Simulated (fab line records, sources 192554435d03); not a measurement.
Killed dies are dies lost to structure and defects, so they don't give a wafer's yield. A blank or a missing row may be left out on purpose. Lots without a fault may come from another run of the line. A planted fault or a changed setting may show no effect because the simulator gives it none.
Chamber matching | flow n5_finfet | N5_BEOL_M10_ETCH_61 on rie_diel-04: 4 sister chambers
The step etches SiARC in CF4, target depth 39 nm, time 65 s. 18 wafers are shown with their chamber, then 9 later ones without.

WAFERS WITH THEIR CHAMBER
wafer  | chamber | throttle_valve_pct (%) | drypump_motor_current_A (A) | showerhead_plenum_p_Torr (Torr)
L074.1 | 2       | 15.34                  | 5.40                        | 2.19
L074.4 | 0       | 15.65                  | 5.88                        | 2.09
L074.6 | 0       | 15.66                  | 5.87                        | 2.09
L075.2 | 0       | 15.68                  | 5.85                        | 2.09
L075.3 | 1       | 15.32                  | 5.87                        | 2.07
L075.4 | 3       | 16.00                  | 5.25                        | 2.19
L076.2 | 2       | 15.36                  | 5.42                        | 2.18
L076.4 | 1       | 15.32                  | 5.87                        | 2.07
L076.6 | 1       | 15.31                  | 5.96                        | 2.07
L082.3 | 0       | 15.68                  | 5.85                        | 2.08
L082.4 | 1       | 15.33                  | 5.92                        | 2.07
L082.6 | 3       | 16.02                  | 5.25                        | 2.19
L079.4 | 2       | 15.36                  | 5.42                        | 2.18
L079.5 | 2       | 15.37                  | 5.43                        | 2.18
L079.6 | 3       | 16.04                  | 5.23                        | 2.19
L081.3 | 3       | 16.07                  | 5.23                        | 2.18
L081.5 | 0       | 15.70                  | 5.88                        | 2.08
L081.6 | 3       | 16.04                  | 5.25                        | 2.18

SIGNATURES (means of the wafers above)
reading                  | chamber 0 | chamber 1 | chamber 2 | chamber 3 | scatter within a chamber
throttle_valve_pct       | 15.6740   | 15.3200   | 15.3575   | 16.0340   | 0.0187
drypump_motor_current_A  | 5.8660    | 5.9050    | 5.4175    | 5.2420    | 0.0233
showerhead_plenum_p_Torr | 2.0860    | 2.0700    | 2.1825    | 2.1860    | 0.00474
Rule: a wafer's distance from a chamber is the root of the sum, over the readings, of the square of ((its reading less the chamber's mean) divided by the reading's scatter). The wafer belongs to the nearest chamber; if the next one is less than 2 further off, it can't be placed. The scatter: the root of (the sum of the squares of (reading less its chamber's mean) over the shown wafers, divided by (wafers less chambers)).

WAFERS WITHOUT THEIR CHAMBER
wafer  | throttle_valve_pct (%) | drypump_motor_current_A (A) | showerhead_plenum_p_Torr (Torr)
L084.1 | 15.35                  | 5.91                        | 2.06
L084.4 | 15.40                  | 5.39                        | 2.18
L084.5 | 15.71                  | 5.86                        | 2.08
L087.1 | 15.37                  | 5.90                        | 2.06
L087.2 | 15.42                  | 5.41                        | 2.17
L087.6 | 15.72                  | 5.85                        | 2.08
L091.3 | 15.42                  | 5.43                        | 2.17
L091.4 | 15.38                  | 5.94                        | 2.06
L091.5 | 15.43                  | 5.43                        | 2.17

WHICH CHAMBER EACH WENT THROUGH
wafer  | from the rows above | in truth
L084.1 | 1                   | 1
L084.4 | 2                   | 2
L084.5 | 0                   | 0
L087.1 | 1                   | 1
L087.2 | 2                   | 2
L087.6 | 0                   | 0
L091.3 | 2                   | 2
L091.4 | 1                   | 1
L091.5 | 2                   | 2
Placed correctly: 9 of 9. Can't be placed from these rows: 0. Placed wrongly: 0.
